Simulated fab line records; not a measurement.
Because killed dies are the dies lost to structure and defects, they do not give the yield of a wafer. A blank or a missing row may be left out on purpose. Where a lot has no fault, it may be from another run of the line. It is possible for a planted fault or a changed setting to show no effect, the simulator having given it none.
Chamber matching | flow n5-finfet | N5_BEOL_M5_ALD_86 on ald-metal-03 has 4 sister chambers
The step deposits TaN, pulse time 2 s, purge time 3 s, co reactant purge time 2 s. 30 wafers are shown with their chamber, then 12 later ones without.

## WAFERS, EACH WITH ITS CHAMBER
wafer  | chamber | heater-power-w (W)
L075.2 | 3       | 498
L075.3 | 1       | 442
L075.5 | 1       | 444
L074.3 | 1       | 450
L074.4 | 0       | 388
L074.5 | 1       | 441
L076.1 | 3       | 499
L076.2 | 1       | 431
L076.4 | 0       | 388
L079.2 | 1       | 432
L079.3 | 2       | 393
L079.4 | 0       | 389
L083.4 | 2       | 391
L083.5 | 2       | 386
L083.6 | 3       | 507
L085.1 | 3       | 494
L085.4 | 2       | 388
L085.5 | 0       | 388
L084.2 | 2       | 387
L084.4 | 0       | 383
L084.6 | 1       | 443
L087.1 | 3       | 503
L087.2 | 1       | 439
L087.3 | 0       | 389
L089.4 | 0       | 384
L089.5 | 1       | 440
L089.6 | 2       | 402
L090.1 | 1       | 435
L090.2 | 3       | 505
L090.3 | 2       | 388

SIGNATURES, as means of the wafers listed above
reading        | chamber 0 | chamber 1 | chamber 2 | chamber 3 | scatter within a chamber
heater-power-w | 387.00    | 439.70    | 390.71    | 501.00    | 4.95
Rule: for a wafer and a chamber, the distance is found by dividing, reading by reading, the gap between the wafer's reading and the chamber's mean by the reading's scatter, squaring, summing and taking the root. The wafer belongs to the nearest chamber; if the next one is less than 2 further off, it can't be placed. The scatter: the root of (the sum of the squares of (reading less its chamber's mean) over the shown wafers, divided by (wafers less chambers)).

## WAFERS WITHOUT THEIR CHAMBER
wafer  | heater-power-w (W)
L093.1 | 402
L093.4 | 438
L093.6 | 441
L095.2 | 453
L095.4 | 493
L095.5 | 498
L097.2 | 384
L097.3 | 445
L097.5 | 390
L096.3 | 397
L096.4 | 378
L096.6 | 397

## WHICH CHAMBER EACH ONE RAN IN
wafer  | from the rows above     | in truth
L093.1 | can't be placed: 2 or 0 | 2
L093.4 | 1                       | 1
L093.6 | 1                       | 1
L095.2 | 1                       | 1
L095.4 | 3                       | 3
L095.5 | 3                       | 3
L097.2 | can't be placed: 0 or 2 | 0
L097.3 | 1                       | 1
L097.5 | can't be placed: 2 or 0 | 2
L096.3 | can't be placed: 2 or 0 | 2
L096.4 | can't be placed: 0 or 2 | 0
L096.6 | can't be placed: 2 or 0 | 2
6 of 12 placed correctly. From these rows, 6 cannot be placed; in 6 the true chamber is one of the candidates. Number placed wrongly: 0.
